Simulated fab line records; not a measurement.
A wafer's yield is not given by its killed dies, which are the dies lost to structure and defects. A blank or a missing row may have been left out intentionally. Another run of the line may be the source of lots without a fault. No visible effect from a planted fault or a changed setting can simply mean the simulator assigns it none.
A lot that was struck, set against a sound lot    flow n5_finfet    16 steps out of a route of 1938
Sound: wafers L604.1, L604.5, L604.6. Struck: wafer L601.2 (L601.3, L601.4, from the same lot, were not struck and are left out); the cause is given at the end.
Order at every step that has rows: each side's tool, ch and its chambers, its first start. Under that, the readings that differ: sound wafers    struck wafers    difference of the means    sigmas: that difference in standard deviations of wafers without a fault.
alike: readings whose means differ by less than 2 such deviations, and words and numbers that are the same on both sides. not compared: withheld readings, readings that some wafer has no value for, bounds like >300 that may hide the same value, and numbers for which the record gives no deviation and whose values overlap.
The two part at a step that has a row with sigmas, a row that says differs or no value, or rows on one side only. Numbers that have no deviation but don't overlap get no sigmas and don't part them. Lack of a reading on every wafer of one side parts them only where that side has two or more wafers.

first, 9 steps without rows for these wafers: N5_BEOL_M4_COAT_05 (resist thk 30 nm); N5_BEOL_M4_EBR_07; N5_BEOL_M4_SOFTBAKE_06 (time 60 s); N5_BEOL_M4_EXPOSE_08 (exposes mask M4); N5_BEOL_M4_PEB_09 (peb time 60 s); N5_BEOL_M4_DEVELOP_10 (develop time 30 s); N5_BEOL_M4_DESCUM_16 (chemistry O2, time 7 s); N5_BEOL_M4_ETCH_74 (etches underlayer in N2/H2, target depth 6.5 nm, time 5.2 s); N5_BEOL_M4_ETCH_63 (etches SiARC in CF4, target depth 15.6 nm, time 26 s).
N5_BEOL_M4_ETCH_64: etches SOC in N2/H2, target depth 75 nm, overetch 22.5 nm, time 121.9 s.
  sound on rie_diel-03 ch 0,1, day 13 04:33; struck on rie_diel-04 ch 2, day 12 12:19
reading                                     sound        struck  difference  sigmas
model.SiARC_of_BEOL_M4_COAT_62.thk_nm (nm)  6.2 6.2 6.2  5.8     -0.4        
  alike: chamber_pressure_mTorr, drypump_motor_current_A, h2_flow_sccm, oes_product_au, rf_vpp_V, showerhead_plenum_p_Torr, temp_c, throttle_valve_pct
  not compared: rf_hours_counter_h
then, 3 steps without rows for these wafers: N5_BEOL_M4_STRIP_65 (strips in N2/H2); N5_BEOL_M4_STRIP_75 (strips in N2/H2); N5_BEOL_M4_STRIP_66 (strips in CF4).
N5_BEOL_M4_HM_OPEN_17: chemistry Cl2/BCl3, target TiN, target depth 20 nm, overetch 6 nm.
  sound on rie_metal-01 ch 0,1, day 13 04:44; struck on rie_metal-02 ch 1, day 12 12:29
reading                   sound              struck  difference  sigmas
oes_product_au (a.u.)     0.74 0.74 0.79     0.55    -0.21       -3
model.etch.depth_nm (nm)  20.26 20.29 20.16  19.12   -1.12       
  alike: chamber_pressure_mTorr, drypump_motor_current_A, throttle_valve_pct
  not compared: rf_hours_counter_h
then, 1 step without rows for these wafers: N5_BEOL_M4_STRIP_19 (strips in O2).
N5_BEOL_M4_RC_MEAS_101:
  sound on prober-02 ch 0, day 13 18:45; struck on prober-01 ch 0, day 13 11:36
reading    sound           struck  difference  sigmas
VT_P (mV)  -249 -247 -245  -254    -7          -2
  alike: DIBL_N, DIBL_P, IOFF_N, IOFF_P, ION_N, ION_P, SS_N, SS_P, VT_N

## WHERE THEY PART
First at N5_BEOL_M4_HM_OPEN_17; last, within this record, at N5_BEOL_M4_RC_MEAS_101.

WHY: what the simulator had put in
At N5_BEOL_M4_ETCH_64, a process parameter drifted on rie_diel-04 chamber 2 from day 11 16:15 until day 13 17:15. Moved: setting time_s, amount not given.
